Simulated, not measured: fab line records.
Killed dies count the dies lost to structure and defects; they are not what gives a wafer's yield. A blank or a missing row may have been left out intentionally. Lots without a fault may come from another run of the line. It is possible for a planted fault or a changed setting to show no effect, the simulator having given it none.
Chamber matching | flow nand_harc | pecvd-01 running NHARC_A_BONDPAD_DEP_00: 3 sister chambers
The step deposits SiCN, target thk 250 nm. 16 wafers are shown with their chamber, then 8 later ones without.

WAFERS WITH THEIR CHAMBER
wafer  | chamber | showerhead_vpp_V (V) | heater_power_w (W) | susceptor_temp_C (C)
L524.2 | 2       | 1382                 | 625                | 369.95
L524.3 | 0       | 1327                 | 639                | 369.73
L524.6 | 1       | 1294                 | 758                | 369.99
L527.1 | 2       | 1373                 | 499                | 370.05
L527.4 | 1       | 1278                 | 764                | 369.76
L527.5 | 0       | 1327                 | 679                | 369.95
L529.2 | 1       | 1285                 | 725                | 370.49
L529.4 | 0       | 1321                 | 592                | 370.11
L529.6 | 2       | 1378                 | 593                | 370.10
L532.1 | 0       | 1302                 | 638                | 369.52
L532.3 | 0       | 1349                 | 647                | 369.46
L532.4 | 2       | 1389                 | 580                | 370.21
L535.2 | 1       | 1280                 | 753                | 370.35
L535.4 | 0       | 1338                 | 661                | 369.68
L535.5 | 1       | 1294                 | 734                | 369.91
L534.2 | 0       | 1328                 | 657                | 370.03

SIGNATURES (averages over the wafers above)
reading          | chamber 0 | chamber 1 | chamber 2 | scatter within a chamber
showerhead_vpp_V | 1327.43   | 1286.20   | 1380.50   | 11.2
heater_power_w   | 644.71    | 746.80    | 574.25    | 33
susceptor_temp_C | 369.7829  | 370.1000  | 370.0775  | 0.247
Rule: for each reading, subtract the chamber's mean from the wafer's reading, divide by that reading's scatter and square the result; add these up over the readings and take the root, which gives the wafer's distance from the chamber. If the next closest chamber is less than 2 further off than the closest, the wafer can't be placed; otherwise it belongs to the closest. The scatter: the root of (the sum of the squares of (reading less its chamber's mean) over the shown wafers, divided by (wafers less chambers)).

WAFERS WHOSE CHAMBER IS MISSING
wafer  | showerhead_vpp_V (V) | heater_power_w (W) | susceptor_temp_C (C)
L534.3 | 1380                 | 570                | 369.99
L534.5 | 1341                 | 650                | 369.79
L533.1 | 1379                 | 491                | 370.12
L533.2 | 1295                 | 596                | 369.90
L533.3 | 1321                 | 618                | 370.07
L544.2 | 1319                 | 606                | 370.32
L544.4 | 1317                 | 619                | 370.06
L544.5 | 1361                 | 585                | 370.33

WHICH CHAMBER EACH ONE RAN IN
wafer  | from the rows above     | in truth
L534.3 | 2                       | 2
L534.5 | 0                       | 0
L533.1 | 2                       | 2
L533.2 | can't be placed: 0 or 1 | 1
L533.3 | 0                       | 0
L544.2 | 0                       | 0
L544.4 | 0                       | 0
L544.5 | 2                       | 2
7 of 8 placed correctly. These rows do not allow placing 1 (true chamber among the candidates in 1). Placed wrongly: 0.
